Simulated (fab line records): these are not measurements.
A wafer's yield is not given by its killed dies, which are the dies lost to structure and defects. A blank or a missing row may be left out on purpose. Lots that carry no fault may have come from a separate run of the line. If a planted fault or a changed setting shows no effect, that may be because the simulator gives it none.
Matching of chambers / flow n5Finfet / N5_SDB_ETCH_25 on rieDiel-04: 4 sister chambers
The step etches SiO2 in C4F6/O2, target depth 10 nm, time 3.3 s. 18 wafers are shown with their chamber, then 9 later ones without.

== WAFERS PAIRED WITH THEIR CHAMBERS ==
wafer=L077.1; chamber=3; showerheadPlenumPTorr (Torr)=3.02; drypumpMotorCurrentA (A)=6.0; rfVppV (V)=678
wafer=L077.3; chamber=1; showerheadPlenumPTorr (Torr)=2.80; drypumpMotorCurrentA (A)=6.0; rfVppV (V)=664
wafer=L077.5; chamber=1; showerheadPlenumPTorr (Torr)=2.80; drypumpMotorCurrentA (A)=6.0; rfVppV (V)=665
wafer=L078.1; chamber=3; showerheadPlenumPTorr (Torr)=3.02; drypumpMotorCurrentA (A)=6.0; rfVppV (V)=678
wafer=L078.3; chamber=1; showerheadPlenumPTorr (Torr)=2.80; drypumpMotorCurrentA (A)=6.0; rfVppV (V)=664
wafer=L078.6; chamber=0; showerheadPlenumPTorr (Torr)=2.83; drypumpMotorCurrentA (A)=6.5; rfVppV (V)=663
wafer=L081.1; chamber=3; showerheadPlenumPTorr (Torr)=3.02; drypumpMotorCurrentA (A)=6.0; rfVppV (V)=679
wafer=L081.4; chamber=0; showerheadPlenumPTorr (Torr)=2.83; drypumpMotorCurrentA (A)=6.6; rfVppV (V)=663
wafer=L081.6; chamber=2; showerheadPlenumPTorr (Torr)=2.78; drypumpMotorCurrentA (A)=5.8; rfVppV (V)=676
wafer=L088.2; chamber=2; showerheadPlenumPTorr (Torr)=2.77; drypumpMotorCurrentA (A)=5.9; rfVppV (V)=674
wafer=L088.3; chamber=0; showerheadPlenumPTorr (Torr)=2.82; drypumpMotorCurrentA (A)=6.5; rfVppV (V)=662
wafer=L088.5; chamber=2; showerheadPlenumPTorr (Torr)=2.77; drypumpMotorCurrentA (A)=5.9; rfVppV (V)=675
wafer=L089.2; chamber=2; showerheadPlenumPTorr (Torr)=2.77; drypumpMotorCurrentA (A)=5.8; rfVppV (V)=674
wafer=L089.3; chamber=0; showerheadPlenumPTorr (Torr)=2.82; drypumpMotorCurrentA (A)=6.5; rfVppV (V)=663
wafer=L089.6; chamber=0; showerheadPlenumPTorr (Torr)=2.82; drypumpMotorCurrentA (A)=6.5; rfVppV (V)=663
wafer=L091.4; chamber=3; showerheadPlenumPTorr (Torr)=3.00; drypumpMotorCurrentA (A)=6.0; rfVppV (V)=677
wafer=L091.5; chamber=0; showerheadPlenumPTorr (Torr)=2.81; drypumpMotorCurrentA (A)=6.5; rfVppV (V)=662
wafer=L091.6; chamber=2; showerheadPlenumPTorr (Torr)=2.77; drypumpMotorCurrentA (A)=5.8; rfVppV (V)=674

SIGNATURES (means of the wafers above)
reading=showerheadPlenumPTorr; chamber 0=2.8217; chamber 1=2.8000; chamber 2=2.7720; chamber 3=3.0150; scatter within a chamber=0.00688
reading=drypumpMotorCurrentA; chamber 0=6.517; chamber 1=6.000; chamber 2=5.840; chamber 3=6.000; scatter within a chamber=0.0381
reading=rfVppV; chamber 0=662.67; chamber 1=664.33; chamber 2=674.60; chamber 3=678.00; scatter within a chamber=0.717
Rule: a wafer's distance from a chamber is the root of the sum, over the readings, of the square of ((its reading less the chamber's mean) divided by the reading's scatter). The wafer belongs to the nearest chamber; if the next one is less than 2 further off, it can't be placed. How the scatter is found: for the shown wafers, subtract from each reading the mean of its chamber, square and add these, divide the total by (wafers less chambers), then take the root.

== WAFERS WITHOUT THEIR CHAMBER ==
wafer=L094.2; showerheadPlenumPTorr (Torr)=3.00; drypumpMotorCurrentA (A)=6.0; rfVppV (V)=677
wafer=L094.3; showerheadPlenumPTorr (Torr)=2.81; drypumpMotorCurrentA (A)=6.5; rfVppV (V)=663
wafer=L094.4; showerheadPlenumPTorr (Torr)=2.79; drypumpMotorCurrentA (A)=6.0; rfVppV (V)=663
wafer=L095.1; showerheadPlenumPTorr (Torr)=2.79; drypumpMotorCurrentA (A)=5.9; rfVppV (V)=664
wafer=L095.3; showerheadPlenumPTorr (Torr)=2.76; drypumpMotorCurrentA (A)=5.8; rfVppV (V)=674
wafer=L095.4; showerheadPlenumPTorr (Torr)=3.00; drypumpMotorCurrentA (A)=6.0; rfVppV (V)=675
wafer=L096.2; showerheadPlenumPTorr (Torr)=2.79; drypumpMotorCurrentA (A)=5.9; rfVppV (V)=663
wafer=L096.3; showerheadPlenumPTorr (Torr)=2.76; drypumpMotorCurrentA (A)=5.9; rfVppV (V)=674
wafer=L096.6; showerheadPlenumPTorr (Torr)=2.76; drypumpMotorCurrentA (A)=5.9; rfVppV (V)=674

== THE CHAMBER EACH PASSED THROUGH ==
wafer=L094.2; from the rows above=3; in truth=3
wafer=L094.3; from the rows above=0; in truth=0
wafer=L094.4; from the rows above=1; in truth=1
wafer=L095.1; from the rows above=1; in truth=1
wafer=L095.3; from the rows above=2; in truth=2
wafer=L095.4; from the rows above=3; in truth=3
wafer=L096.2; from the rows above=1; in truth=1
wafer=L096.3; from the rows above=2; in truth=2
wafer=L096.6; from the rows above=2; in truth=2
Correct placement for 9 of the 9. Number that these rows cannot place: 0. Number placed wrongly: 0.
